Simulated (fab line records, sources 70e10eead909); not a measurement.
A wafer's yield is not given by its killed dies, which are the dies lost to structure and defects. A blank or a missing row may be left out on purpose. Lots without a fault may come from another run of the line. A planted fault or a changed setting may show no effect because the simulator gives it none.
A single fault, viewed from 2 desks | flow nandHarc | each desk has only its own numbers; what lay behind them comes last

== DESK OF THE TOOL OWNER: lithoTrack-04 ==
The tool's own readings at NHARC_A_BLC_PEB_08 (peb time 65 s): means of the sampled wafers that have a number, for each lot that ran on this tool. Marked OUT: a lot whose mean sits more than 4 standard deviations from the usual mean, which makes it out of limits; the brackets give that distance.
Columns: A = heaterPowerTotalW at NHARC_A_BLC_PEB_08, usual 156.6 W; B = plateTempC at NHARC_A_BLC_PEB_08, usual 99.99 C
lot  | first seen here | A               | B
L791 | day 23 19:41    | 156.8           | 99.97
L793 | day 24 16:43    | 156.5           | 99.93
L796 | day 26 04:52    | 156.3           | 99.76
L798 | day 27 01:15    | 156.6           | 99.98
L804 | day 29 02:26    | 149.8 (-17) OUT | 96.95 (-22) OUT
L805 | day 29 06:04    | 149.9 (-16) OUT | 96.76 (-23) OUT
L810 | day 31 21:04    | 156.2           | 99.85
This desk finds L804, L805 out of limits, L804 being first, at day 29 02:26 (heaterPowerTotalW at NHARC_A_BLC_PEB_08). L791, L793, L796, L798, L810 stayed within limits.

== FROM THE METROLOGY DESK ==
What the gauges read, lot by lot, whatever tool the lot ran on: means of the sampled wafers that have a number. Marked OUT: a lot whose mean sits more than 4 standard deviations from the usual mean, which makes it out of limits; the brackets give that distance.
Columns: A = cdNm at NHARC_A_BLC_CD_MEAS_10, usual 100.1 nm; B = cdNm at NHARC_A_BLC_CD_MEAS_19, usual 99.8 nm
lot  | first seen here | A              | B
L791 | day 23 19:46    | 100.2          | 98.5
L792 | day 24 12:34    | 100.6          | 102.0
L793 | day 24 16:48    | 99.5           | 99.5
L794 | day 25 16:44    | 99.4           | 98.7
L796 | day 26 04:57    | 99.6           | 99.2
L799 | day 26 23:38    | 99.6           | 98.9
L798 | day 27 01:20    | 100.3          | 99.0
L804 | day 29 02:31    | 87.4 (-23) OUT | 86.3 (-9.0) OUT
L805 | day 29 06:08    | 88.0 (-22) OUT | 88.5 (-7.5) OUT
L810 | day 31 21:08    | 100.7          | 98.4
L811 | day 31 22:33    | 99.7           | 99.5
This desk finds L804, L805 out of limits, L804 being first, at day 29 02:31 (cdNm at NHARC_A_BLC_CD_MEAS_10). L791, L792, L793, L794, L796, L799, L798, L810, L811 stayed within limits.

== ALL TOGETHER ==
The tool owner's desk could have raised an alarm at day 29 02:26, on L804, L805.
L804, L805 would have let the metrology desk raise an alarm at day 29 02:31.
Every lot named ran NHARC_A_BLC_PEB_08 on lithoTrack-04.

== WHAT WAS PUT IN BY THE SIMULATOR ==
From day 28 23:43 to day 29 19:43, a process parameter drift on lithoTrack-04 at NHARC_A_BLC_PEB_08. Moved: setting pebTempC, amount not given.
Struck lots among those shown: L804, L805.
Counting hours from when the fault started, the first reading out of limits came at 3 for the tool owner's desk and at 3 for the metrology desk.
